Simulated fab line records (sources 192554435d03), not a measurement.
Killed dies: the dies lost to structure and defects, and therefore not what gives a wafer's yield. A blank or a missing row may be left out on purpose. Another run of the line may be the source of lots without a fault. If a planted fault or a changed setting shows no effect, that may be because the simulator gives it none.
Chamber matching ; flow n5Finfet ; 4 sister chambers for N5_DUMMY_GATE_ALD_02 on aldSin-01
The step deposits SiO2, target thk 2 nm, pulse time 1 s. 8 wafers are shown with their chamber, then 11 later ones without.

WAFERS, EACH WITH ITS CHAMBER
wafer;chamber;heaterPowerW (W);precursorPulseHeightRel
L082.4;2;436;1.006
L085.3;2;433;0.992
L091.3;1;497;0.999
L091.4;0;491;0.983
L093.3;1;483;0.988
L093.4;0;501;1.009
L093.6;3;516;1.015
L094.1;3;502;1.021

WAFERS MISSING THEIR CHAMBER
wafer;heaterPowerW (W);precursorPulseHeightRel
L094.2;524;0.993
L094.3;428;0.992
L094.4;479;0.973
L094.5;478;1.021
L094.6;433;0.985
L097.1;442;1.003
L097.2;497;1.000
L097.3;500;1.008
L097.4;514;1.026
L097.5;438;0.974
L097.6;512;0.995

THE CHAMBER EACH PASSED THROUGH
wafer;from the rows above;in truth
L094.2;can't be placed: 3 or 0 or 1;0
L094.3;2;2
L094.4;can't be placed: 1 or 0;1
L094.5;can't be placed: 1 or 0 or 3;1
L094.6;2;2
L097.1;2;2
L097.2;can't be placed: 0 or 1 or 3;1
L097.3;can't be placed: 0 or 3 or 1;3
L097.4;3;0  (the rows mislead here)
L097.5;2;2
L097.6;can't be placed: 0 or 3 or 1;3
Correct placement for 4 of the 11. Cannot be placed on the basis of these rows: 6; the candidates contain the true chamber in 6. Wrongly placed: 1.
How it was worked out, from the rows above alone: a wafer's distance from a chamber is the root of the sum, over the readings, of the square of ((its reading less the chamber's mean) divided by the reading's scatter). The wafer belongs to the nearest chamber; if the next one is less than 2 further off, it can't be placed. For every chamber, the mean is computed from those of its wafers that are shown. How the scatter is found: for the shown wafers, subtract from each reading the mean of its chamber, square and add these, divide the total by (wafers less chambers), then take the root.
